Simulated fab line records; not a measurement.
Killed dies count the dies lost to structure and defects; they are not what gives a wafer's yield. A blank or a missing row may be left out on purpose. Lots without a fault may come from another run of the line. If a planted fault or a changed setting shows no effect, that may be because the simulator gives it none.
Chamber matching || flow nand harc || NHARC_A_M1_DESCUM_14 on rie diel-02: 4 sister chambers
The step chemistry O2, time 3 s. 14 wafers are shown with their chamber, then 7 later ones without.

== WAFERS, EACH WITH ITS CHAMBER ==
{"wafer": "L446.2", "chamber": 0, "showerhead plenum p Torr (Torr)": 1.93, "oes product au (a.u.)": 1.013, "rf vpp V (V)": 56.7}
{"wafer": "L446.3", "chamber": 2, "showerhead plenum p Torr (Torr)": 1.88, "oes product au (a.u.)": 1.006, "rf vpp V (V)": 58.6}
{"wafer": "L446.5", "chamber": 2, "showerhead plenum p Torr (Torr)": 1.88, "oes product au (a.u.)": 1.008, "rf vpp V (V)": 57.3}
{"wafer": "L450.2", "chamber": 1, "showerhead plenum p Torr (Torr)": 1.84, "oes product au (a.u.)": 0.996, "rf vpp V (V)": 57.0}
{"wafer": "L450.3", "chamber": 3, "showerhead plenum p Torr (Torr)": 2.02, "oes product au (a.u.)": 1.013, "rf vpp V (V)": 58.0}
{"wafer": "L450.6", "chamber": 0, "showerhead plenum p Torr (Torr)": 1.93, "oes product au (a.u.)": 1.011, "rf vpp V (V)": 57.0}
{"wafer": "L455.3", "chamber": 2, "showerhead plenum p Torr (Torr)": 1.87, "oes product au (a.u.)": 1.007, "rf vpp V (V)": 57.8}
{"wafer": "L455.4", "chamber": 3, "showerhead plenum p Torr (Torr)": 2.02, "oes product au (a.u.)": 1.003, "rf vpp V (V)": 58.7}
{"wafer": "L455.6", "chamber": 3, "showerhead plenum p Torr (Torr)": 2.02, "oes product au (a.u.)": 1.016, "rf vpp V (V)": 58.6}
{"wafer": "L459.2", "chamber": 2, "showerhead plenum p Torr (Torr)": 1.87, "oes product au (a.u.)": 1.005, "rf vpp V (V)": 57.7}
{"wafer": "L459.4", "chamber": 3, "showerhead plenum p Torr (Torr)": 2.02, "oes product au (a.u.)": 1.004, "rf vpp V (V)": 57.9}
{"wafer": "L459.6", "chamber": 2, "showerhead plenum p Torr (Torr)": 1.87, "oes product au (a.u.)": 1.011, "rf vpp V (V)": 58.3}
{"wafer": "L461.2", "chamber": 1, "showerhead plenum p Torr (Torr)": 1.84, "oes product au (a.u.)": 0.998, "rf vpp V (V)": 59.0}
{"wafer": "L461.5", "chamber": 2, "showerhead plenum p Torr (Torr)": 1.87, "oes product au (a.u.)": 0.992, "rf vpp V (V)": 56.4}

SIGNATURES, as means of the wafers listed above
{"reading": "showerhead plenum p Torr", "chamber 0": 1.9300, "chamber 1": 1.8400, "chamber 2": 1.8733, "chamber 3": 2.0200, "scatter within a chamber": 0.00365}
{"reading": "oes product au", "chamber 0": 1.01200, "chamber 1": 0.99700, "chamber 2": 1.00483, "chamber 3": 1.00900, "scatter within a chamber": 0.00591}
{"reading": "rf vpp V", "chamber 0": 56.850, "chamber 1": 58.000, "chamber 2": 57.683, "chamber 3": 58.300, "scatter within a chamber": 0.747}
Rule: for each reading, subtract the chamber's mean from the wafer's reading, divide by that reading's scatter and square the result; add these up over the readings and take the root, which gives the wafer's distance from the chamber. If the next closest chamber is less than 2 further off than the closest, the wafer can't be placed; otherwise it belongs to the closest. The scatter: take each reading less its chamber's mean, square it, sum over the shown wafers, divide by the number of wafers less the number of chambers, and take the root.

== WAFERS WITH NO CHAMBER GIVEN ==
{"wafer": "L461.6", "showerhead plenum p Torr (Torr)": 2.02, "oes product au (a.u.)": 1.014, "rf vpp V (V)": 58.0}
{"wafer": "L463.1", "showerhead plenum p Torr (Torr)": 1.87, "oes product au (a.u.)": 0.995, "rf vpp V (V)": 57.2}
{"wafer": "L463.5", "showerhead plenum p Torr (Torr)": 1.84, "oes product au (a.u.)": 0.995, "rf vpp V (V)": 57.0}
{"wafer": "L463.6", "showerhead plenum p Torr (Torr)": 1.93, "oes product au (a.u.)": 1.001, "rf vpp V (V)": 58.2}
{"wafer": "L460.1", "showerhead plenum p Torr (Torr)": 1.87, "oes product au (a.u.)": 1.002, "rf vpp V (V)": 58.3}
{"wafer": "L460.5", "showerhead plenum p Torr (Torr)": 1.93, "oes product au (a.u.)": 1.000, "rf vpp V (V)": 57.3}
{"wafer": "L460.6", "showerhead plenum p Torr (Torr)": 2.02, "oes product au (a.u.)": 1.011, "rf vpp V (V)": 57.1}

== THE CHAMBER EACH PASSED THROUGH ==
{"wafer": "L461.6", "from the rows above": 3, "in truth": 3}
{"wafer": "L463.1", "from the rows above": 2, "in truth": 2}
{"wafer": "L463.5", "from the rows above": 1, "in truth": 1}
{"wafer": "L463.6", "from the rows above": 0, "in truth": 0}
{"wafer": "L460.1", "from the rows above": 2, "in truth": 2}
{"wafer": "L460.5", "from the rows above": 0, "in truth": 0}
{"wafer": "L460.6", "from the rows above": 3, "in truth": 3}
Correct placement for 7 of the 7. Can't be placed from these rows: 0. 0 placed wrongly.
